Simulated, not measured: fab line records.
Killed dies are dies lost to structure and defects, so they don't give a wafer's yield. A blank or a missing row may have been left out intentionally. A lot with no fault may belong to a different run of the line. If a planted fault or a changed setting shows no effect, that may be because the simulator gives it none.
Chamber matching	flow n5 finfet	4 sister chambers for N5_BEOL_M4_STRIP_36 on rie diel-06
The step strips in N2/H2. 8 wafers are shown with their chamber, then 7 later ones without.

## WAFERS PAIRED WITH THEIR CHAMBERS
wafer	chamber	drypump motor current A (A)	showerhead plenum p Torr (Torr)
L076.5	3	6.5	2.47
L079.1	2	5.4	2.44
L079.2	1	6.0	2.50
L085.1	2	5.5	2.43
L088.4	3	6.5	2.47
L088.5	0	6.6	2.47
L091.1	0	6.6	2.47
L091.5	1	6.0	2.48

## WAFERS WHOSE CHAMBER IS MISSING
wafer	drypump motor current A (A)	showerhead plenum p Torr (Torr)
L091.6	5.4	2.42
L092.1	5.5	2.42
L092.3	6.6	2.46
L092.4	6.5	2.46
L095.3	6.6	2.46
L095.5	6.0	2.48
L095.6	6.6	2.46

## WHICH CHAMBER EACH WENT THROUGH
wafer	from the rows above	in truth
L091.6	2	2
L092.1	2	2
L092.3	can't be placed: 0 or 3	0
L092.4	can't be placed: 3 or 0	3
L095.3	can't be placed: 0 or 3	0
L095.5	1	1
L095.6	can't be placed: 0 or 3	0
Correctly placed: 3 of 7. Can't be placed from these rows: 4 (the true chamber is among the candidates in 4). Wrongly placed: 0.
How it was worked out, from the rows above alone: a wafer's distance from a chamber is the root of the sum, over the readings, of the square of ((its reading less the chamber's mean) divided by the reading's scatter). The wafer belongs to the nearest chamber; if the next one is less than 2 further off, it can't be placed. For every chamber, the mean is computed from those of its wafers that are shown. The scatter: take each reading less its chamber's mean, square it, sum over the shown wafers, divide by the number of wafers less the number of chambers, and take the root.
